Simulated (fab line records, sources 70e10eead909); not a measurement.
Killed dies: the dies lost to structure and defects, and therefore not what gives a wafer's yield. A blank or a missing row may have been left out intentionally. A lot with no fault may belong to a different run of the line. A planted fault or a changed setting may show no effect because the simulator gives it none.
Matching of chambers || flow nandHarc || pecvd-04 running NHARC_A_M1_PRE_CLEAN_32: 3 sister chambers
The step time 12 s. 6 wafers are shown with their chamber, then 7 later ones without.

== WAFERS PAIRED WITH THEIR CHAMBERS ==
{"wafer": "L962.4", "chamber": 2, "heaterPowerW (W)": 584}
{"wafer": "L976.1", "chamber": 0, "heaterPowerW (W)": 473}
{"wafer": "L976.5", "chamber": 2, "heaterPowerW (W)": 539}
{"wafer": "L976.6", "chamber": 1, "heaterPowerW (W)": 799}
{"wafer": "L977.1", "chamber": 1, "heaterPowerW (W)": 762}
{"wafer": "L977.2", "chamber": 0, "heaterPowerW (W)": 516}

== WAFERS WITHOUT THEIR CHAMBER ==
{"wafer": "L977.3", "heaterPowerW (W)": 600}
{"wafer": "L979.1", "heaterPowerW (W)": 801}
{"wafer": "L979.2", "heaterPowerW (W)": 510}
{"wafer": "L979.6", "heaterPowerW (W)": 520}
{"wafer": "L981.1", "heaterPowerW (W)": 546}
{"wafer": "L981.3", "heaterPowerW (W)": 477}
{"wafer": "L981.6", "heaterPowerW (W)": 787}

== THE CHAMBER EACH PASSED THROUGH ==
{"wafer": "L977.3", "from the rows above": 2, "in truth": 2}
{"wafer": "L979.1", "from the rows above": 1, "in truth": 1}
{"wafer": "L979.2", "from the rows above": "can't be placed: 0 or 2", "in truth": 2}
{"wafer": "L979.6", "from the rows above": "can't be placed: 0 or 2", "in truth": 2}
{"wafer": "L981.1", "from the rows above": "can't be placed: 2 or 0", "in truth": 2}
{"wafer": "L981.3", "from the rows above": 0, "in truth": 0}
{"wafer": "L981.6", "from the rows above": 1, "in truth": 1}
Placed correctly: 4 of 7. Not placeable from these rows: 3 (in 3, the candidates include the true chamber). Wrongly placed: 0.
How it was worked out, from the rows above alone: a wafer's distance from a chamber is the root of the sum, over the readings, of the square of ((its reading less the chamber's mean) divided by the reading's scatter). The wafer belongs to the nearest chamber; if the next one is less than 2 further off, it can't be placed. Each chamber's mean is taken over the wafers shown for it. The scatter: the root of (the sum of the squares of (reading less its chamber's mean) over the shown wafers, divided by (wafers less chambers)).
